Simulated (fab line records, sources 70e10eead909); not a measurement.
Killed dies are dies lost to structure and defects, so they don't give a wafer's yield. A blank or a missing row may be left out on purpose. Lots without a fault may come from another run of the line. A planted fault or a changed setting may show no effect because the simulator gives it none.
A struck lot beside a sound one | flow nand_harc | 13 steps out of a route of 1159
Sound: wafers L599.1, L599.2, L599.5. Struck: wafers L604.2, L604.4, L604.5. The cause comes at the end.
At each step with rows: each side's tool, then ch and its chambers, then its first start. Under that, the readings that differ: sound wafers | struck wafers | difference of the means | sigmas: that difference in standard deviations of wafers without a fault.
alike: readings whose means differ by less than 2 such deviations, and words and numbers that are the same on both sides. not compared: withheld readings, readings that some wafer has no value for, bounds like >300 that may hide the same value, and numbers for which the record gives no deviation and whose values overlap.
The two part at a step that has a row with sigmas, a row that says differs or no value, or rows on one side only. Numbers that don't overlap but have no deviation are shown without sigmas and don't part them. A reading that every wafer of one side lacks parts them only if that side has two wafers or more.

NHARC_A_STAIRCASE_ETCH_221: etches the open film in C4F8/O2, target depth 100 nm, time 40.5 s.
  sound on rie_diel-09 ch 0,1,2; struck on rie_diel-01 ch 0,2
  alike: bias_w, oes_product_au, rf_vpp_V
  not compared: rf_hours_counter_h
then, 7 steps without rows for these wafers: NHARC_A_STAIRCASE_TRIM_222 (chemistry O2, time 211.2 s); NHARC_A_STAIRCASE_ETCH_223 (etches the open film in C4F8/O2, target depth 100 nm, time 40.5 s); NHARC_A_STAIRCASE_TRIM_224 (chemistry O2, time 211.2 s); NHARC_A_STAIRCASE_ETCH_225 (etches the open film in C4F8/O2, target depth 100 nm, time 40.5 s); NHARC_A_STAIRCASE_TRIM_226 (chemistry O2, time 211.2 s); NHARC_A_STAIRCASE_ETCH_227 (etches the open film in C4F8/O2, target depth 100 nm, time 40.5 s); NHARC_A_STAIRCASE_TRIM_229 (chemistry O2, time 211.2 s).
NHARC_A_STAIRCASE_ETCH_230: etches the open film in C4F8/O2, target depth 100 nm, time 40.5 s.
  sound on rie_diel-09 ch 0,1,2; struck on rie_diel-01 ch 0,1,3
  alike: bias_w, oes_product_au, rf_vpp_V
  not compared: rf_hours_counter_h
NHARC_A_STAIRCASE_TRIM_231: chemistry O2, time 211.2 s.
  sound on rie_diel-09 ch 0,1,3; struck on rie_diel-01 ch 2,3
  alike: drypump_motor_current_A, oes_product_au, rf_vpp_V, run_length_s, showerhead_plenum_p_Torr, throttle_valve_pct
  not compared: rf_hours_counter_h
NHARC_A_STAIRCASE_ETCH_232: etches the open film in C4F8/O2, target depth 100 nm, time 40.5 s.
  sound on rie_diel-09 ch 1,3; struck on rie_diel-01 ch 0,1,2
  alike: bias_w, oes_product_au, rf_vpp_V
  not compared: rf_hours_counter_h
NHARC_A_STAIRCASE_TRIM_233: chemistry O2, time 211.2 s.
  sound on rie_diel-09 ch 0,1, day 13 17:32; struck on rie_diel-01 ch 0,3, day 15 10:35
  reading               | sound             | struck            | difference                    | sigmas
  bias_w (W)            | 0 0 0             | - - -             | no value on the struck wafers |
  oes_product_au (a.u.) | 0.993 0.972 0.978 | 1.021 1.014 1.024 | +0.039                        | +3
  run_length_s (s)      | 233.4 233.3 233.5 | 223.6 223.2 223.9 | -9.8                          | -22
  alike: drypump_motor_current_A, rf_vpp_V, showerhead_plenum_p_Torr, throttle_valve_pct
  not compared: rf_hours_counter_h
NHARC_A_STAIRCASE_ETCH_234: etches the open film in C4F8/O2, target depth 100 nm, time 40.5 s.
  sound on rie_diel-09 ch 0,1,3; struck on rie_diel-01 ch 0,1
  alike: bias_w, oes_product_au, rf_vpp_V
  not compared: rf_hours_counter_h

WHERE THEY PART
Only at NHARC_A_STAIRCASE_TRIM_233, within this record. Later steps at which nothing parts them and some readings are alike: NHARC_A_STAIRCASE_ETCH_234.

WHY: what the simulator had put in
Process parameter drift: rie_diel-01, from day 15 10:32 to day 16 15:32, at NHARC_A_STAIRCASE_TRIM_233. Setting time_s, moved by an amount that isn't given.
